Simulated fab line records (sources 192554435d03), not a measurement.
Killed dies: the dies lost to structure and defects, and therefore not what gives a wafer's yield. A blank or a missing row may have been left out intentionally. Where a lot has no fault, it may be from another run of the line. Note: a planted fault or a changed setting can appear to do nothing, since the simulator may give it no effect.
Split-lot experiment || flow n5-finfet || route with 1938 steps; 7 lots, 21 wafers read

ABOUT THE SPLIT
At N5_HKMG_FIN_ETCH_32 (etches SOC in N2/H2, target depth 240 nm, time 300 s), the setting bias-w was moved away from the recipe's 150 W on 8 of the 21 wafers read, by -4.5% to +17.5%. The other wafers ran this setting at the recipe's value.

The reading is taken at the split's own step.

THE READING
rf-vpp-V, in V, at N5_HKMG_FIN_ETCH_32 (etches SOC in N2/H2, target depth 240 nm, time 300 s). Fault-free wafers of this fab line usually give 523.9 V, standard deviation 2.3 V.

{"wafer": "L074.1", "tool, chamber at the split": "rie-diel-04, 0", "bias-w as run, W": 150, "against the recipe": "recipe", "rf-vpp-V, V": 521.7, "against lot-mates on the recipe": "-"}
{"wafer": "L074.2", "tool, chamber at the split": "rie-diel-04, 1", "bias-w as run, W": 161.6, "against the recipe": "+7.7%", "rf-vpp-V, V": 553.1, "against lot-mates on the recipe": "+31.4"}
{"wafer": "L074.3", "tool, chamber at the split": "rie-diel-04, 2", "bias-w as run, W": 161.6, "against the recipe": "+7.7%", "rf-vpp-V, V": 547.2, "against lot-mates on the recipe": "+25.5"}
{"wafer": "L076.2", "tool, chamber at the split": "rie-diel-03, 3", "bias-w as run, W": 143.2, "against the recipe": "-4.5%", "rf-vpp-V, V": 510.4, "against lot-mates on the recipe": "no lot-mate on the recipe"}
{"wafer": "L076.3", "tool, chamber at the split": "rie-diel-03, 1", "bias-w as run, W": 143.2, "against the recipe": "-4.5%", "rf-vpp-V, V": 510.7, "against lot-mates on the recipe": "no lot-mate on the recipe"}
{"wafer": "L076.6", "tool, chamber at the split": "rie-diel-03, 3", "bias-w as run, W": 143.2, "against the recipe": "-4.5%", "rf-vpp-V, V": 509.0, "against lot-mates on the recipe": "no lot-mate on the recipe"}
{"wafer": "L078.4", "tool, chamber at the split": "rie-diel-03, 0", "bias-w as run, W": 176.2, "against the recipe": "+17.5%", "rf-vpp-V, V": 580.0, "against lot-mates on the recipe": "+56.0"}
{"wafer": "L078.5", "tool, chamber at the split": "rie-diel-03, 2", "bias-w as run, W": 176.2, "against the recipe": "+17.5%", "rf-vpp-V, V": 578.5, "against lot-mates on the recipe": "+54.5"}
{"wafer": "L078.6", "tool, chamber at the split": "rie-diel-03, 3", "bias-w as run, W": 150, "against the recipe": "recipe", "rf-vpp-V, V": 524.0, "against lot-mates on the recipe": "-"}
{"wafer": "L080.1", "tool, chamber at the split": "rie-diel-02, 2", "bias-w as run, W": 150, "against the recipe": "recipe", "rf-vpp-V, V": 521.0, "against lot-mates on the recipe": "-"}
{"wafer": "L080.3", "tool, chamber at the split": "rie-diel-02, 1", "bias-w as run, W": 150, "against the recipe": "recipe", "rf-vpp-V, V": 519.8, "against lot-mates on the recipe": "-"}
{"wafer": "L080.6", "tool, chamber at the split": "rie-diel-02, 1", "bias-w as run, W": 150, "against the recipe": "recipe", "rf-vpp-V, V": 520.8, "against lot-mates on the recipe": "-"}
{"wafer": "L084.1", "tool, chamber at the split": "rie-diel-03, 1", "bias-w as run, W": 150, "against the recipe": "recipe", "rf-vpp-V, V": 525.5, "against lot-mates on the recipe": "-"}
{"wafer": "L084.2", "tool, chamber at the split": "rie-diel-03, 3", "bias-w as run, W": 150, "against the recipe": "recipe", "rf-vpp-V, V": 525.6, "against lot-mates on the recipe": "-"}
{"wafer": "L084.4", "tool, chamber at the split": "rie-diel-03, 3", "bias-w as run, W": 150, "against the recipe": "recipe", "rf-vpp-V, V": 525.1, "against lot-mates on the recipe": "-"}
{"wafer": "L089.2", "tool, chamber at the split": "rie-diel-02, 0", "bias-w as run, W": 150, "against the recipe": "recipe", "rf-vpp-V, V": 525.9, "against lot-mates on the recipe": "-"}
{"wafer": "L089.4", "tool, chamber at the split": "rie-diel-02, 2", "bias-w as run, W": 150, "against the recipe": "recipe", "rf-vpp-V, V": 521.4, "against lot-mates on the recipe": "-"}
{"wafer": "L089.6", "tool, chamber at the split": "rie-diel-02, 3", "bias-w as run, W": 158.4, "against the recipe": "+5.6%", "rf-vpp-V, V": 544.5, "against lot-mates on the recipe": "+20.9"}
{"wafer": "L093.2", "tool, chamber at the split": "rie-diel-02, 3", "bias-w as run, W": 150, "against the recipe": "recipe", "rf-vpp-V, V": 526.7, "against lot-mates on the recipe": "-"}
{"wafer": "L093.5", "tool, chamber at the split": "rie-diel-02, 3", "bias-w as run, W": 150, "against the recipe": "recipe", "rf-vpp-V, V": 525.2, "against lot-mates on the recipe": "-"}
{"wafer": "L093.6", "tool, chamber at the split": "rie-diel-02, 2", "bias-w as run, W": 150, "against the recipe": "recipe", "rf-vpp-V, V": 519.9, "against lot-mates on the recipe": "-"}

THE FIT
A straight line over all 21 wafers: rf-vpp-V changes by +3.22 V for each +1% of bias-w; r = +0.99; the points scatter about the line by 2.5 V.
The same after taking each lot's own level away (the mean of its wafers on the recipe; 18 wafers): +3.24 V for each +1%; r = +0.99; scatter 2.3 V.
That fit puts the effect of the largest move of bias-w on the reading at 57 V.
The lots' own levels span 520.53 to 525.40 V, that is 2.1 times the standard deviation above.
Consequently the slope shifts little with the lot-to-lot level, the two slopes agreeing.
Check: for one of the wafers moved furthest among these (+17.5%), held out of the fit, the line's prediction against its lot-mates is +57.6 V. Against them it came out at +56 V.
Tool readings at the split's step, against how far the setting was moved: rf-vpp-V r = +0.99.

OTHER SPLITS APPLIED TO THESE WAFERS
Note: prior to the reading, these wafers also went through further splits. Each is held against what the fit with the lots' levels taken away leaves over:
{"other split on the same wafers": "N5_HKMG_FIN_ETCH_55 time-s", "wafers away from the commonest value": 8, "r with rf-vpp-V (lot level and that fit taken away)": -0.01}
{"other split on the same wafers": "N5_HKMG_FIN_PEB_10 peb-time-s", "wafers away from the commonest value": 7, "r with rf-vpp-V (lot level and that fit taken away)": -0.06}

FILE'S OWN FIT
rf-vpp-V changes by +3.28 V for each +1% of bias-w, r = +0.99.
